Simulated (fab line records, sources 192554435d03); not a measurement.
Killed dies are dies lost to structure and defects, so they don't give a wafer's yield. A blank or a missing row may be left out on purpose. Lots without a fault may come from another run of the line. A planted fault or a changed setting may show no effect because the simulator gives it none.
Split-lot experiment | flow n5_finfet | 7 lots, 39 wafers read, on a route of 1938 steps

THE SPLIT
At N5_BEOL_M9_CVD_78 (deposits Co from CCTBA/H2, target thk 2 nm, time 138.9 s), the setting target_thk_a was moved away from the recipe's 20 angstrom on 15 of the 39 wafers read, by -57.6% to +31.3%. The other wafers ran this setting at the recipe's value.

The reading is taken at the split's own step.

THE READING
Co_of_BEOL_M9_CVD_78.thk_nm (the simulator's own value, which no gauge read), in nm, at N5_BEOL_M9_CVD_78 (deposits Co from CCTBA/H2, target thk 2 nm, time 138.9 s). The file gives no usual value for it. The 24 wafers here that ran the recipe average 2.1 nm, standard deviation 0.097 nm.

wafer  | tool, chamber at the split | target_thk_a as run, angstrom | against the recipe | Co_of_BEOL_M9_CVD_78.thk_nm, nm | against lot-mates on the recipe
L075.1 | cvd_co-02, 0,2,0,2         | 20                            | recipe             | 2.2                             | -
L075.3 | cvd_co-02, 0,2,0,2         | 20                            | recipe             | 2.2                             | -
L075.4 | cvd_co-02, 0,2,0,2         | 20                            | recipe             | 2.2                             | -
L075.6 | cvd_co-02, 0,2,0,2         | 20                            | recipe             | 2.2                             | -
L075.2 | cvd_co-02, 1               | 20                            | recipe             | 2                               | -
L075.5 | cvd_co-02, 1               | 20                            | recipe             | 2                               | -
L081.1 | cvd_co-02, 0,2             | 8.471                         | -57.6%             | 1.2                             | -1.0
L081.3 | cvd_co-02, 0,2             | 8.471                         | -57.6%             | 1.2                             | -1.0
L081.2 | cvd_co-02, 1               | 8.471                         | -57.6%             | 1                               | -1.2
L081.4 | cvd_co-02, 1,2,0           | 20                            | recipe             | 2.2                             | -
L081.5 | cvd_co-02, 1,2,0           | 20                            | recipe             | 2.2                             | -
L081.6 | cvd_co-02, 1,2,0           | 20                            | recipe             | 2.2                             | -
L083.1 | cvd_co-01, 1,0             | 20                            | recipe             | 2                               | -
L083.5 | cvd_co-01, 1,0             | 20                            | recipe             | 2                               | -
L083.2 | cvd_co-01, 0,2             | 26.26                         | +31.3%             | 2.6                             | +0.5
L083.3 | cvd_co-01, 0,2             | 26.26                         | +31.3%             | 2.6                             | +0.5
L083.4 | cvd_co-01, 1               | 20                            | recipe             | 2.2                             | -
L083.6 | cvd_co-01, 2               | 26.26                         | +31.3%             | 2.8                             | +0.7
L084.1 | cvd_co-02, 2,1             | 12.36                         | -38.2%             | 1.4                             | -0.8
L084.2 | cvd_co-02, 2,1             | 12.36                         | -38.2%             | 1.4                             | -0.8
L084.3 | cvd_co-02, 0,1,2           | 20                            | recipe             | 2.2                             | -
L084.4 | cvd_co-02, 0,1,2           | 20                            | recipe             | 2.2                             | -
L084.5 | cvd_co-02, 0,1,2           | 20                            | recipe             | 2.2                             | -
L084.6 | cvd_co-02, 0               | 12.36                         | -38.2%             | 1.6                             | -0.6
L086.1 | cvd_co-02, 2,0             | 20                            | recipe             | 2.2                             | -
L086.5 | cvd_co-02, 2,0             | 20                            | recipe             | 2.2                             | -
L086.2 | cvd_co-02, 1,2             | 10.38                         | -48.1%             | 1.2                             | -0.9
L086.4 | cvd_co-02, 1,2             | 10.38                         | -48.1%             | 1.2                             | -0.9
L086.3 | cvd_co-02, 0               | 10.38                         | -48.1%             | 1                               | -1.1
L086.6 | cvd_co-02, 1               | 20                            | recipe             | 2                               | -
L089.1 | cvd_co-01, 2,2,1           | 23.54                         | +17.7%             | 2.4                             | +0.3
L089.4 | cvd_co-01, 2,2,1           | 23.54                         | +17.7%             | 2.4                             | +0.3
L089.6 | cvd_co-01, 2,2,1           | 23.54                         | +17.7%             | 2.4                             | +0.3
L089.2 | cvd_co-01, 0               | 20                            | recipe             | 2                               | -
L089.5 | cvd_co-01, 0               | 20                            | recipe             | 2                               | -
L089.3 | cvd_co-01, 1               | 20                            | recipe             | 2.2                             | -
L093.3 | cvd_co-02, 2               | 20                            | recipe             | 2                               | -
L093.6 | cvd_co-02, 2               | 20                            | recipe             | 2                               | -
L093.5 | cvd_co-02, 0               | 20                            | recipe             | 2.2                             | -
Where a row lists several chambers, the file gives one row for several wafers and doesn't say which wafer went through which chamber.

THE FIT
A straight line over all 39 wafers: Co_of_BEOL_M9_CVD_78.thk_nm changes by +0.018 nm for each +1% of target_thk_a; r = +0.97; the points scatter about the line by 0.1 nm.
The same after taking each lot's own level away (the mean of its wafers on the recipe; 39 wafers): +0.0193 nm for each +1%; r = +0.98; scatter 0.088 nm.
On that fit, the largest move of target_thk_a shifts the reading by 1.1 nm.
The lots' own levels span 2.07 to 2.20 nm, that is 1.4 times the standard deviation above.
So the lot-to-lot level changes the slope little: the two slopes agree.
Check: with one of the wafers moved furthest among these (-57.6%) left out of the fit, the line predicts -1.13 nm for it against its lot-mates. It came out at -1 nm against them.

OTHER SPLITS ON THESE WAFERS
These wafers also went through other splits before the reading. Each is held against what the fit with the lots' levels taken away leaves over:
other split on the same wafers     | wafers away from the commonest value | r with Co_of_BEOL_M9_CVD_78.thk_nm (lot level and that fit taken away)
N5_BEOL_M4_TRENCH_ETCH_37 time_s   | 18                                   | +0.16
N5_BEOL_M7_ILD_DEP_00 target_thk_a | 18                                   | -0.01

THE FILE'S OWN FIT
Co_of_BEOL_M9_CVD_78.thk_nm changes by +0.0193 nm for each +1% of target_thk_a, r = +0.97.
